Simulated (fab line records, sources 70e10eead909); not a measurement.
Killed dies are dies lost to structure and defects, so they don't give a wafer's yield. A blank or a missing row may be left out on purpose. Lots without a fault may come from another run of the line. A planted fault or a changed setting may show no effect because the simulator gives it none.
Chamber matching | flow nand_harc | NHARC_P_M2_DESCUM_14 on rie_diel-03: 4 sister chambers
The step chemistry O2, time 3 s. 4 wafers are shown with their chamber, then 8 later ones without.

WAFERS WITH THEIR CHAMBER
wafer  | chamber | rf_vpp_V (V)
L182.3 | 1       | 58.2
L187.3 | 2       | 55.2
L187.5 | 3       | 58.0
L198.1 | 0       | 58.3

WAFERS WITHOUT THEIR CHAMBER
wafer  | rf_vpp_V (V)
L198.4 | 58.3
L198.6 | 56.7
L197.4 | 57.5
L197.5 | 58.0
L197.6 | 59.8
L201.1 | 56.1
L201.2 | 58.6
L201.6 | 58.8

WHICH CHAMBER EACH WENT THROUGH
wafer  | from the rows above               | in truth
L198.4 | can't be placed: 0 or 1 or 3      | 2
L198.6 | can't be placed: 3 or 1 or 2 or 0 | 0
L197.4 | can't be placed: 3 or 1 or 0      | 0
L197.5 | can't be placed: 3 or 1 or 0      | 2
L197.6 | can't be placed: 0 or 1 or 3      | 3
L201.1 | can't be placed: 2 or 3 or 1 or 0 | 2
L201.2 | can't be placed: 0 or 1 or 3      | 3
L201.6 | can't be placed: 0 or 1 or 3      | 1
Placed correctly: 0 of 8. Can't be placed from these rows: 8 (the true chamber is among the candidates in 6). Placed wrongly: 0.
How it was worked out, from the rows above alone: a wafer's distance from a chamber is the root of the sum, over the readings, of the square of ((its reading less the chamber's mean) divided by the reading's scatter). The wafer belongs to the nearest chamber; if the next one is less than 2 further off, it can't be placed. A chamber's mean is the mean of its shown wafers. The scatter: with one shown wafer a chamber, the root of the mean of the squares of how far each hidden wafer lies from its nearest shown one.
